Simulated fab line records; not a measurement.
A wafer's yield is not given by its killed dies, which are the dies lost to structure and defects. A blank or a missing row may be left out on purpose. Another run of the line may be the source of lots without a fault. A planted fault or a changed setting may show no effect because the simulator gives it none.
Which tool is to blame?    flow n5_finfet    72 wafers from 24 lots sampled at 5 of the route's 1938 steps

== WHAT EACH GAUGE READ, for each wafer ==
N5_BEOL_M10_OVL_MEAS_29.
lot   measured      on          V9_OVL (nm)
L074  day 9 21:13   overlay-01  0.6 -1.2 0.7
L076  day 10 01:39  overlay-02  0.2 0.2 0.0
L075  day 10 06:43  overlay-01  -0.1 -0.6 -0.2
L078  day 11 04:29  overlay-02  0.4 -0.5 0.5
L077  day 11 09:47  overlay-01  0.2 -0.5 0.5
L079  day 11 10:24  overlay-02  0.0 -0.6 -0.9
L080  day 12 01:14  overlay-01  -0.8 -0.7 -1.7
L083  day 12 03:59  overlay-01  0.5 0.6 0.6
L081  day 12 04:49  overlay-01  -0.4 -0.3 0.2
L082  day 12 10:26  overlay-01  -0.7 -0.5 -0.8
L085  day 12 16:13  overlay-02  0.0 0.8 -0.2
L084  day 13 00:53  overlay-02  1.4 1.3 0.9
L086  day 13 10:32  overlay-02  0.9 0.8 0.1
L088  day 13 12:23  overlay-02  -0.3 -0.5 -0.3
L087  day 13 20:06  overlay-01  0.6 2.0 0.8
L090  day 13 22:23  overlay-02  1.1 0.4 -0.7
L092  day 14 06:11  overlay-01  -0.5 -1.4 -1.5
L089  day 14 06:22  overlay-02  0.8 0.1 0.6
L091  day 14 10:40  overlay-01  -1.1 -0.7 -0.4
L095  day 15 01:46  overlay-02  0.9 -0.2 0.1
L094  day 15 04:01  overlay-01  0.4 -0.8 -0.2
L093  day 15 04:11  overlay-02  -0.4 -0.1 0.0
L097  day 15 16:33  overlay-02  -1.0 -1.2 -1.0
L096  day 15 20:23  overlay-02  -0.1 0.4 0.0

N5_BEOL_M11_CD_MEAS_28 targets a cd of 70 nm.
lot   measured      on         cd_nm (nm)
L074  day 10 06:36  cd_sem-03  71.7 70.2 72.1
L076  day 10 09:30  cd_sem-02  70.8 70.1 70.2
L075  day 10 18:16  cd_sem-01  69.1 69.7 69.7
L078  day 11 10:31  cd_sem-01  70.2 69.7 70.8
L077  day 11 19:23  cd_sem-02  70.4 68.8 70.6
L079  day 11 19:34  cd_sem-03  69.5 72.3 71.0
L080  day 12 10:17  cd_sem-01  71.2 72.4 71.3
L083  day 12 13:44  cd_sem-01  71.1 70.6 71.8
L081  day 12 13:55  cd_sem-02  68.7 69.1 71.3
L082  day 12 15:54  cd_sem-01  71.9 71.1 71.6
L085  day 13 00:52  cd_sem-01  68.6 70.6 68.8
L084  day 13 06:46  cd_sem-01  71.9 69.3 68.2
L086  day 13 20:04  cd_sem-02  68.1 68.8 68.4
L088  day 13 20:14  cd_sem-03  69.4 67.7 69.4
L087  day 14 06:10  cd_sem-01  69.5 69.8 70.1
L090  day 14 10:31  cd_sem-02  72.0 70.5 69.8
L092  day 14 12:59  cd_sem-03  71.2 72.6 71.1
L089  day 14 13:10  cd_sem-03  70.9 70.2 69.3
L091  day 14 17:43  cd_sem-03  69.5 70.5 69.5
L095  day 15 09:53  cd_sem-03  68.0 70.3 68.0
L094  day 15 09:43  cd_sem-01  69.1 71.2 69.3
L093  day 15 12:53  cd_sem-02  69.4 71.4 70.7
L097  day 16 00:59  cd_sem-01  69.1 70.6 72.4
L096  day 16 05:34  cd_sem-02  72.7 71.7 70.8

== WHICH TOOL RAN EACH LOT (tool, then ch and the chambers of the sampled wafers, then the start) ==
lot   N5_BEOL_M10_STRIP_67                N5_BEOL_M10_DESCUM_33               N5_BEOL_M10_DEGAS_44
L074  rie_diel-01 ch 0,3, day 9 19:02     rie_diel-04 ch 0,2,3, day 9 21:17   pvd_sputter-03, day 9 22:32
L076  rie_diel-04 ch 2,3, day 9 23:21     rie_diel-06 ch 0,2,3, day 10 01:56  pvd_sputter-01, day 10 03:49
L075  rie_diel-01 ch 0,1,3, day 10 03:40  rie_diel-04 ch 0,3, day 10 06:46    pvd_sputter-02, day 10 08:11
L078  rie_diel-01 ch 0,2,3, day 11 02:17  rie_diel-04 ch 0,1, day 11 04:35    pvd_sputter-01, day 11 05:46
L077  rie_diel-04 ch 1,2, day 11 09:05    rie_diel-04 ch 2,3, day 11 09:50    pvd_sputter-01, day 11 11:04
L079  rie_diel-04 ch 1,2,3, day 11 09:41  rie_diel-01 ch 0,1,2, day 11 10:37  pvd_sputter-01, day 11 11:45
L080  rie_diel-01 ch 0,1,3, day 11 23:40  rie_diel-01 ch 0,1,3, day 12 01:21  pvd_sputter-02, day 12 02:28
L083  rie_diel-06 ch 0,2, day 12 03:11    rie_diel-06 ch 2,3, day 12 04:03    pvd_sputter-03, day 12 05:20
L081  rie_diel-06 ch 1,3, day 12 03:26    rie_diel-01 ch 2,3, day 12 04:53    pvd_sputter-01, day 12 06:13
L082  rie_diel-06 ch 1,3, day 12 07:06    rie_diel-04 ch 1,3, day 12 10:30    pvd_sputter-02, day 12 11:56
L085  rie_diel-01 ch 0,1,2, day 12 15:32  rie_diel-06 ch 0,3, day 12 16:41    pvd_sputter-02, day 12 17:53
L084  rie_diel-01 ch 2,3, day 12 22:06    rie_diel-06 ch 0,3, day 13 00:56    pvd_sputter-01, day 13 01:59
L086  rie_diel-01 ch 0,1, day 13 07:01    rie_diel-06 ch 1,2, day 13 10:49    pvd_sputter-03, day 13 11:54
L088  rie_diel-01 ch 0,3, day 13 11:19    rie_diel-04 ch 1,3, day 13 12:27    pvd_sputter-02, day 13 14:12
L087  rie_diel-06 ch 1,2,3, day 13 18:31  rie_diel-04 ch 0,3, day 13 20:10    pvd_sputter-01, day 13 21:13
L090  rie_diel-04 ch 2,3, day 13 21:50    rie_diel-06 ch 1,2, day 13 22:26    pvd_sputter-03, day 14 00:25
L092  rie_diel-04 ch 2,3, day 14 01:50    rie_diel-01 ch 0,1,2, day 14 06:15  pvd_sputter-01, day 14 07:16
L089  rie_diel-01 ch 0,3, day 14 02:06    rie_diel-04 ch 0,2, day 14 06:25    pvd_sputter-02, day 14 07:38
L091  rie_diel-04 ch 0,2, day 14 08:50    rie_diel-04 ch 0,1,2, day 14 10:43  pvd_sputter-02, day 14 11:55
L095  rie_diel-01 ch 0,2, day 14 23:34    rie_diel-04 ch 0,1,3, day 15 01:50  pvd_sputter-02, day 15 03:29
L094  rie_diel-04 ch 0,1,2, day 15 02:50  rie_diel-06 ch 1,2,3, day 15 04:05  pvd_sputter-03, day 15 05:07
L093  rie_diel-01 ch 0,1,3, day 15 02:56  rie_diel-06 ch 0,1,2, day 15 04:32  pvd_sputter-03, day 15 05:57
L097  rie_diel-01 ch 0,2, day 15 15:05    rie_diel-06 ch 2,3, day 15 16:37    pvd_sputter-03, day 15 17:58
L096  rie_diel-01 ch 0,2,3, day 15 19:41  rie_diel-01 ch 1,2,3, day 15 20:43  pvd_sputter-02, day 15 23:59
- N5_BEOL_M10_STRIP_67: strips in CF4.
- N5_BEOL_M10_DESCUM_33: chemistry O2, time 7.9 s.
- N5_BEOL_M10_DEGAS_44: time 60 s.

== WHAT THE TOOLS THEMSELVES READ (means of the sampled wafers that have a number; where no wafer has one, the mark that the record gives instead) ==
N5_BEOL_M10_STRIP_67.
lot   tool         drypump_motor_current_A (A)  oes_product_au (a.u.)  rf_vpp_V (V)  showerhead_plenum_p_Torr (Torr)  throttle_valve_pct (%)
L074  rie_diel-01  5.2                          0.84                   271.6         1.83                             13.54
L076  rie_diel-04  5.7                          0.72                   271.2         1.80                             13.43
L075  rie_diel-01  5.4                          0.80                   272.0         1.84                             13.73
L078  rie_diel-01  5.5                          0.86                   271.5         1.85                             13.59
L077  rie_diel-04  5.5                          0.69                   272.0         1.83                             13.57
L079  rie_diel-04  5.7                          0.72                   271.4         1.78                             13.50
L080  rie_diel-01  5.4                          0.78                   271.7         1.83                             13.77
L083  rie_diel-06  5.6                          0.79                   270.5         1.79                             13.62
L081  rie_diel-06  5.9                          0.88                   271.7         1.83                             13.40
L082  rie_diel-06  6.0                          0.88                   271.6         1.82                             13.43
L085  rie_diel-01  5.5                          0.81                   272.5         1.86                             13.73
L084  rie_diel-01  5.6                          0.83                   271.5         1.83                             13.69
L086  rie_diel-01  5.4                          0.74                   271.4         1.84                             13.91
L088  rie_diel-01  5.4                          0.80                   271.9         1.81                             13.68
L087  rie_diel-06  5.9                          0.82                   271.0         1.81                             13.58
L090  rie_diel-04  5.9                          0.73                   269.8         1.75                             13.43
L092  rie_diel-04  5.7                          0.71                   270.8         1.79                             13.50
L089  rie_diel-01  5.2                          0.80                   272.1         1.82                             13.63
L091  rie_diel-04  5.7                          0.72                   272.1         1.83                             13.49
L095  rie_diel-01  5.6                          0.84                   273.3         1.87                             13.64
L094  rie_diel-04  5.7                          0.80                   271.7         1.81                             13.36
L093  rie_diel-01  5.4                          0.86                   271.0         1.83                             13.62
L097  rie_diel-01  5.6                          0.84                   272.5         1.87                             13.65
L096  rie_diel-01  5.5                          0.80                   271.4         1.84                             13.69

N5_BEOL_M10_DESCUM_33.
lot   tool         drypump_motor_current_A (A)  oes_product_au (a.u.)  rf_vpp_V (V)  showerhead_plenum_p_Torr (Torr)  throttle_valve_pct (%)
L074  rie_diel-04  5.9                          0.78                   243.0         2.09                             20.15
L076  rie_diel-06  5.7                          0.81                   243.5         2.07                             20.19
L075  rie_diel-04  6.2                          0.80                   242.5         2.06                             20.26
L078  rie_diel-04  5.7                          0.73                   243.6         2.09                             20.35
L077  rie_diel-04  5.7                          0.72                   242.6         2.08                             20.09
L079  rie_diel-01  5.5                          0.82                   244.8         2.17                             20.62
L080  rie_diel-01  5.4                          0.78                   243.7         2.14                             20.68
L083  rie_diel-06  5.9                          0.79                   243.5         2.10                             20.37
L081  rie_diel-01  5.8                          0.88                   244.7         2.18                             20.58
L082  rie_diel-04  5.6                          0.70                   242.2         2.05                             20.38
L085  rie_diel-06  5.7                          0.79                   241.7         2.03                             19.98
L084  rie_diel-06  5.7                          0.78                   243.1         2.03                             19.99
L086  rie_diel-06  5.7                          0.82                   243.1         2.10                             20.43
L088  rie_diel-04  5.9                          0.72                   243.0         2.04                             20.36
L087  rie_diel-04  6.1                          0.78                   243.0         2.05                             20.31
L090  rie_diel-06  5.7                          0.82                   243.3         2.09                             20.44
L092  rie_diel-01  5.5                          0.80                   244.1         2.17                             20.66
L089  rie_diel-04  5.7                          0.72                   243.1         2.11                             20.09
L091  rie_diel-04  5.7                          0.81                   242.7         2.10                             20.14
L095  rie_diel-04  5.9                          0.83                   242.3         2.06                             20.25
L094  rie_diel-06  5.8                          0.81                   242.8         2.09                             20.36
L093  rie_diel-06  5.7                          0.81                   242.4         2.06                             20.22
L097  rie_diel-06  5.9                          0.75                   243.3         2.09                             20.41
L096  rie_diel-01  5.6                          0.86                   243.9         2.15                             20.63

N5_BEOL_M10_DEGAS_44.
lot   tool            heater_power_w (W)
L074  pvd_sputter-03  336
L076  pvd_sputter-01  324
L075  pvd_sputter-02  324
L078  pvd_sputter-01  307
L077  pvd_sputter-01  324
L079  pvd_sputter-01  311
L080  pvd_sputter-02  342
L083  pvd_sputter-03  341
L081  pvd_sputter-01  294
L082  pvd_sputter-02  329
L085  pvd_sputter-02  315
L084  pvd_sputter-01  314
L086  pvd_sputter-03  347
L088  pvd_sputter-02  323
L087  pvd_sputter-01  314
L090  pvd_sputter-03  336
L092  pvd_sputter-01  324
L089  pvd_sputter-02  319
L091  pvd_sputter-02  327
L095  pvd_sputter-02  319
L094  pvd_sputter-03  339
L093  pvd_sputter-03  334
L097  pvd_sputter-03  334
L096  pvd_sputter-02  320

== THE ANSWER, worked out from the rows above alone ==
Rule: the usual values come from the lots themselves. Put in order of their means at a reading, lots are off if they are a third of the lots or fewer, leave a main group of 4 or more, and stand apart from it by a gap of 3 or more times the standard deviation of the main group's means; of several such gaps the widest counts. Not used: any main group whose means are identical at the precision the tables above print for the reading. Also off: a lot with no number at a reading for which 4 or more lots have one. Where the step has rows for the other lots, those lots are counted as sound. Order of review: gauges by route order, followed by the tools' own readings, for which a lot's mean as printed above is used. At the first step where some lot is off, the reading lying furthest off is the one used; lots without a number count as furthest.
Nothing can be told from this: no lot is off at any reading shown.

== WHAT THE SIMULATOR PUT IN ==
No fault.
